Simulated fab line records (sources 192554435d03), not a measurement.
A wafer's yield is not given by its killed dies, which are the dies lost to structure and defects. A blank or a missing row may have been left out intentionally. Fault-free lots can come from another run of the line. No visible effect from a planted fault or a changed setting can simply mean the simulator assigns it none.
What tool caused it?    flow n5-finfet    33 wafers sampled from 11 lots at 1 step of a route of 1938

WHAT EACH GAUGE READ, for each wafer
N5_BEOL_M3_CD_MEAS_35: target cd 18 nm, target cd y 21 nm.
lot   measured      on         cd-nm (nm)
L511  day 7 17:11   cd-sem-02  18.3 18.4 17.8
L512  day 8 03:28   cd-sem-03  18.1 18.7 18.5
L513  day 8 11:30   cd-sem-02  18.1 18.1 17.4
L514  day 8 11:38   cd-sem-03  18.1 17.8 17.5
L515  day 9 02:10   cd-sem-03  17.4 17.8 18.1
L517  day 9 07:35   cd-sem-02  18.4 18.1 17.5
L516  day 9 10:26   cd-sem-03  18.1 17.7 17.9
L520  day 9 22:19   cd-sem-02  17.4 17.8 18.0
L521  day 10 12:59  cd-sem-02  18.3 17.9 17.9
L528  day 12 13:08  cd-sem-03  18.2 17.5 17.9
L532  day 14 02:18  cd-sem-01  17.8 18.0 17.5

WHAT TOOL EACH LOT RAN ON (gives the tool, then ch and the chambers of the sampled wafers, and finally the start)
No process step before these readings appears in the record.

THE ANSWER, worked out from the rows above alone
Rule: what is usual is taken from the lots themselves. The widest of any qualifying gaps counts: lots, ordered by their means at a reading, are off when they make up no more than a third of the lots, leave a main group of 4 or more, and stand apart from it by 3 or more times the standard deviation of that group's means. A main group is skipped when, at the precision printed for the reading in the tables above, its means are all equal. Also off: a lot with no number at a reading for which 4 or more lots have one. All remaining lots with rows at the step are treated as sound.
Nothing can be told from this: no lot is off at any reading shown.

WHAT THE SIMULATOR HAD INSERTED
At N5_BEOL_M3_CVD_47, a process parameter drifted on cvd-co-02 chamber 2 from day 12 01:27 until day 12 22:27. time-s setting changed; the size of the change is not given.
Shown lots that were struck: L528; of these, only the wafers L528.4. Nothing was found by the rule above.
